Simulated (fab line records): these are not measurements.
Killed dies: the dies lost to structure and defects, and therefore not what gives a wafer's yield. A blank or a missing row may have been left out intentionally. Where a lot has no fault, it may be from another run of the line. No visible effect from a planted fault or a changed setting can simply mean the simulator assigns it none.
Matching of chambers / flow n5Finfet / N5_PMOS_HMC_CHANNEL_EPI_ETCH_38 on rieSi-02: 4 sister chambers
The step etches SiO2 in CF4, target depth 1.5 nm. 4 wafers are shown with their chamber, then 8 later ones without.

## WAFERS, EACH WITH ITS CHAMBER
wafer=L089.4; chamber=3; drypumpMotorCurrentA (A)=6.1
wafer=L092.1; chamber=2; drypumpMotorCurrentA (A)=5.2
wafer=L092.5; chamber=1; drypumpMotorCurrentA (A)=6.2
wafer=L093.1; chamber=0; drypumpMotorCurrentA (A)=6.0

## WAFERS WITHOUT THEIR CHAMBER
wafer=L093.4; drypumpMotorCurrentA (A)=5.2
wafer=L093.6; drypumpMotorCurrentA (A)=5.2
wafer=L096.3; drypumpMotorCurrentA (A)=5.1
wafer=L096.4; drypumpMotorCurrentA (A)=6.2
wafer=L096.6; drypumpMotorCurrentA (A)=6.1
wafer=L097.2; drypumpMotorCurrentA (A)=5.2
wafer=L097.3; drypumpMotorCurrentA (A)=6.1
wafer=L097.5; drypumpMotorCurrentA (A)=6.1

## EACH ONE'S CHAMBER
wafer=L093.4; from the rows above=2; in truth=2
wafer=L093.6; from the rows above=2; in truth=2
wafer=L096.3; from the rows above=2; in truth=2
wafer=L096.4; from the rows above=1; in truth=1
wafer=L096.6; from the rows above=3; in truth=3
wafer=L097.2; from the rows above=2; in truth=2
wafer=L097.3; from the rows above=3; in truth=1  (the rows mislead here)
wafer=L097.5; from the rows above=3; in truth=3
Correct placement for 7 of the 8. Number that these rows cannot place: 0. Wrongly placed: 1.
How it was worked out, from the rows above alone: a wafer's distance from a chamber is the root of the sum, over the readings, of the square of ((its reading less the chamber's mean) divided by the reading's scatter). The wafer belongs to the nearest chamber; if the next one is less than 2 further off, it can't be placed. A chamber's mean is the mean of its shown wafers. The scatter: root of mean squared gap, hidden wafer to nearest shown wafer, with one shown wafer a chamber.
